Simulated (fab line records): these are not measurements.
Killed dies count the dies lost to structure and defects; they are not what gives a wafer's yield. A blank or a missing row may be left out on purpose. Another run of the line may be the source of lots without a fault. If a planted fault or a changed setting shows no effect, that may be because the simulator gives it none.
Chamber matching :: flow n5-finfet :: N5_HKMG_FIN_ALD_91 on ald-metal-01 has 4 sister chambers
The step deposits TiN, target thk 1 nm, pulse time 1 s, purge time 3 s. 8 wafers are shown with their chamber, then 7 later ones without.

WAFERS PAIRED WITH THEIR CHAMBERS
wafer: L081.4
chamber: 3
heater-power-w (W): 839
precursor-pulse-height-rel: 1.014

wafer: L083.1
chamber: 3
heater-power-w (W): 830
precursor-pulse-height-rel: 1.005

wafer: L087.5
chamber: 1
heater-power-w (W): 954
precursor-pulse-height-rel: 0.985

wafer: L089.1
chamber: 2
heater-power-w (W): 977
precursor-pulse-height-rel: 1.006

wafer: L089.2
chamber: 0
heater-power-w (W): 1002
precursor-pulse-height-rel: 1.018

wafer: L089.4
chamber: 0
heater-power-w (W): 1032
precursor-pulse-height-rel: 1.018

wafer: L090.1
chamber: 2
heater-power-w (W): 999
precursor-pulse-height-rel: 0.975

wafer: L090.4
chamber: 1
heater-power-w (W): 929
precursor-pulse-height-rel: 1.006

WAFERS WITHOUT THEIR CHAMBER
wafer: L090.6
heater-power-w (W): 954
precursor-pulse-height-rel: 1.012

wafer: L094.3
heater-power-w (W): 948
precursor-pulse-height-rel: 0.988

wafer: L094.4
heater-power-w (W): 822
precursor-pulse-height-rel: 0.994

wafer: L094.5
heater-power-w (W): 1015
precursor-pulse-height-rel: 1.009

wafer: L095.1
heater-power-w (W): 986
precursor-pulse-height-rel: 1.036

wafer: L095.3
heater-power-w (W): 962
precursor-pulse-height-rel: 0.951

wafer: L095.4
heater-power-w (W): 839
precursor-pulse-height-rel: 0.997

WHICH CHAMBER EACH ONE RAN IN
wafer: L090.6
from the rows above: can't be placed: 1 or 2
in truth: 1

wafer: L094.3
from the rows above: can't be placed: 1 or 2
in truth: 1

wafer: L094.4
from the rows above: 3
in truth: 3

wafer: L094.5
from the rows above: can't be placed: 0 or 2
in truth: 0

wafer: L095.1
from the rows above: can't be placed: 0 or 2 or 1
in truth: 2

wafer: L095.3
from the rows above: can't be placed: 2 or 1
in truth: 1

wafer: L095.4
from the rows above: 3
in truth: 3
Correctly placed: 2 of 7. Unplaceable from these rows: 5, with the true chamber sitting among the candidates in 5. Number placed wrongly: 0.
How it was worked out, from the rows above alone: a wafer's distance from a chamber is the root of the sum, over the readings, of the square of ((its reading less the chamber's mean) divided by the reading's scatter). The wafer belongs to the nearest chamber; if the next one is less than 2 further off, it can't be placed. The mean given for a chamber averages the wafers shown for that chamber. The scatter: take each reading less its chamber's mean, square it, sum over the shown wafers, divide by the number of wafers less the number of chambers, and take the root.
